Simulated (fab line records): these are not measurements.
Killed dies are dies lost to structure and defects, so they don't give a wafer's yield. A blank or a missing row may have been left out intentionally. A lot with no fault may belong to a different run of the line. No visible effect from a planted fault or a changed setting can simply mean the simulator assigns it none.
Chamber matching / flow n5 finfet / rie si-01 running N5_FIN_SAQP_ETCH_65: 4 sister chambers
The step etches SiO2 in CF4, target depth 4 nm, time 4.4 s. 8 wafers are shown with their chamber, then 9 later ones without.

## WAFERS, EACH WITH ITS CHAMBER
wafer=L082.2; chamber=1; throttle valve pct (%)=21.82; he backside leak sccm (sccm)=2.29
wafer=L083.2; chamber=2; throttle valve pct (%)=21.70; he backside leak sccm (sccm)=2.61
wafer=L085.1; chamber=3; throttle valve pct (%)=21.48; he backside leak sccm (sccm)=2.69
wafer=L085.3; chamber=0; throttle valve pct (%)=21.64; he backside leak sccm (sccm)=2.87
wafer=L085.4; chamber=1; throttle valve pct (%)=21.82; he backside leak sccm (sccm)=2.13
wafer=L090.2; chamber=3; throttle valve pct (%)=21.50; he backside leak sccm (sccm)=2.62
wafer=L090.4; chamber=0; throttle valve pct (%)=21.63; he backside leak sccm (sccm)=3.10
wafer=L090.5; chamber=2; throttle valve pct (%)=21.71; he backside leak sccm (sccm)=2.55

## WAFERS WITHOUT THEIR CHAMBER
wafer=L091.2; throttle valve pct (%)=21.71; he backside leak sccm (sccm)=2.45
wafer=L091.5; throttle valve pct (%)=21.84; he backside leak sccm (sccm)=2.32
wafer=L091.6; throttle valve pct (%)=21.63; he backside leak sccm (sccm)=3.29
wafer=L094.1; throttle valve pct (%)=21.65; he backside leak sccm (sccm)=3.08
wafer=L094.4; throttle valve pct (%)=21.46; he backside leak sccm (sccm)=2.68
wafer=L094.5; throttle valve pct (%)=21.64; he backside leak sccm (sccm)=3.15
wafer=L096.3; throttle valve pct (%)=21.48; he backside leak sccm (sccm)=2.59
wafer=L096.4; throttle valve pct (%)=21.72; he backside leak sccm (sccm)=2.53
wafer=L096.6; throttle valve pct (%)=21.64; he backside leak sccm (sccm)=3.06

## THE CHAMBER EACH PASSED THROUGH
wafer=L091.2; from the rows above=2; in truth=2
wafer=L091.5; from the rows above=1; in truth=1
wafer=L091.6; from the rows above=0; in truth=0
wafer=L094.1; from the rows above=0; in truth=0
wafer=L094.4; from the rows above=3; in truth=3
wafer=L094.5; from the rows above=0; in truth=0
wafer=L096.3; from the rows above=3; in truth=3
wafer=L096.4; from the rows above=2; in truth=2
wafer=L096.6; from the rows above=0; in truth=0
Correct placement for 9 of the 9. From these rows, 0 cannot be placed. 0 placed wrongly.
How it was worked out, from the rows above alone: a wafer's distance from a chamber is the root of the sum, over the readings, of the square of ((its reading less the chamber's mean) divided by the reading's scatter). If the next closest chamber is less than 2 further off than the closest, the wafer can't be placed; otherwise it belongs to the closest. Each chamber's mean is taken over the wafers shown for it. The scatter: take each reading less its chamber's mean, square it, sum over the shown wafers, divide by the number of wafers less the number of chambers, and take the root.
